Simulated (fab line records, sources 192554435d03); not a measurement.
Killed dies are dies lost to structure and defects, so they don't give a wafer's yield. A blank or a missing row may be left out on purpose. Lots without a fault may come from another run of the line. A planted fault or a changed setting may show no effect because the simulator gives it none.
Which tool did it? | flow n5_finfet | 12 lots, 36 wafers sampled, at 6 steps of a route of 1938

WHAT THE GAUGES READ, wafer by wafer
N5_BEOL_M2_THK_MEAS_01.
lot  | measured     | on            | M2_ILD_THK (nm)
L076 | day 6 19:21  | film_metro-01 | 78.2 77.7 79.9
L077 | day 7 03:11  | film_metro-01 | 80.1 77.8 79.0
L079 | day 7 22:10  | film_metro-02 | 79.5 78.7 79.4
L081 | day 8 06:19  | film_metro-01 | 78.8 78.8 80.2
L083 | day 8 16:51  | film_metro-01 | 77.6 79.5 80.4
L085 | day 9 06:52  | film_metro-02 | 80.5 80.0 80.0
L087 | day 9 16:44  | film_metro-01 | 79.2 79.1 80.4
L089 | day 10 08:10 | film_metro-01 | 80.1 81.1 81.1
L091 | day 10 12:31 | film_metro-02 | 81.2 81.5 81.6
L092 | day 11 17:08 | film_metro-01 | 79.2 80.6 80.3
L094 | day 11 20:58 | film_metro-01 | 78.0 80.9 80.7
L097 | day 12 09:20 | film_metro-01 | 79.5 81.3 79.7

WHICH TOOL RAN EACH LOT (tool, then ch and the chambers of the sampled wafers, then the start)
lot  | N5_BEOL_M1_SURFACE_TREAT_85  | N5_BEOL_M1_ANNEAL_82         | N5_BEOL_M1_SPUTTER_94        | N5_BEOL_M1_SPUTTER_96        | N5_BEOL_M1_ANNEAL_51
L076 | pvd_sputter-01, day 6 15:53  | pvd_sputter-01, day 6 16:42  | pvd_sputter-01, day 6 17:43  | pvd_sputter-01, day 6 17:56  | rtp_anneal-02 ch 0, day 6 18:08
L077 | pvd_sputter-03, day 6 23:56  | pvd_sputter-02, day 7 00:46  | pvd_sputter-02, day 7 01:47  | pvd_sputter-02, day 7 02:00  | rtp_anneal-01 ch 0, day 7 02:12
L079 | pvd_sputter-03, day 7 18:52  | pvd_sputter-03, day 7 19:44  | pvd_sputter-03, day 7 20:46  | pvd_sputter-03, day 7 20:59  | rtp_anneal-02 ch 0, day 7 21:10
L081 | pvd_sputter-03, day 8 03:07  | pvd_sputter-03, day 8 03:53  | pvd_sputter-03, day 8 04:55  | pvd_sputter-03, day 8 05:08  | rtp_anneal-02 ch 0, day 8 05:22
L083 | pvd_sputter-02, day 8 12:56  | pvd_sputter-03, day 8 14:23  | pvd_sputter-03, day 8 15:24  | pvd_sputter-03, day 8 15:37  | rtp_anneal-01 ch 0, day 8 15:52
L085 | pvd_sputter-01, day 9 03:32  | pvd_sputter-03, day 9 04:24  | pvd_sputter-03, day 9 05:25  | pvd_sputter-03, day 9 05:38  | rtp_anneal-01 ch 0, day 9 05:55
L087 | pvd_sputter-03, day 9 13:31  | pvd_sputter-03, day 9 14:17  | pvd_sputter-03, day 9 15:18  | pvd_sputter-03, day 9 15:31  | rtp_anneal-02 ch 0, day 9 15:43
L089 | pvd_sputter-01, day 10 04:57 | pvd_sputter-02, day 10 05:43 | pvd_sputter-02, day 10 06:44 | pvd_sputter-02, day 10 06:57 | rtp_anneal-02 ch 0, day 10 07:17
L091 | pvd_sputter-02, day 10 09:02 | pvd_sputter-02, day 10 10:04 | pvd_sputter-02, day 10 11:05 | pvd_sputter-02, day 10 11:19 | rtp_anneal-01 ch 0, day 10 11:33
L092 | pvd_sputter-03, day 11 13:34 | pvd_sputter-02, day 11 14:43 | pvd_sputter-02, day 11 15:44 | pvd_sputter-02, day 11 15:58 | rtp_anneal-01 ch 0, day 11 16:12
L094 | pvd_sputter-03, day 11 17:20 | pvd_sputter-02, day 11 18:32 | pvd_sputter-02, day 11 19:34 | pvd_sputter-02, day 11 19:47 | rtp_anneal-02 ch 0, day 11 19:59
L097 | pvd_sputter-01, day 12 05:45 | pvd_sputter-01, day 12 06:39 | pvd_sputter-01, day 12 07:40 | pvd_sputter-01, day 12 07:53 | rtp_anneal-01 ch 0, day 12 08:08
- N5_BEOL_M1_SURFACE_TREAT_85
- N5_BEOL_M1_ANNEAL_82: time 240 s.
- N5_BEOL_M1_SPUTTER_94: material Cu, target thk 4.5 nm, time 8.29 s.
- N5_BEOL_M1_SPUTTER_96: material Cu, target thk 4.5 nm, time 8.29 s.
- N5_BEOL_M1_ANNEAL_51: time 90 s.

THE ANSWER, worked out from the rows above alone
Rule: what is usual is taken from the lots themselves. Put in order of their means at a reading, lots are off if they are a third of the lots or fewer, leave a main group of 4 or more, and stand apart from it by a gap of 3 or more times the standard deviation of the main group's means; of several such gaps the widest counts. A main group whose means are all the same, to the digits that the tables above print for the reading, isn't used. A lot without any number at a reading at which 4 lots or more have one is off too. The other lots that the step has rows for count as sound.
No lot is off at any reading shown: from this, nothing can be told.

WHAT THE SIMULATOR HAD PUT IN
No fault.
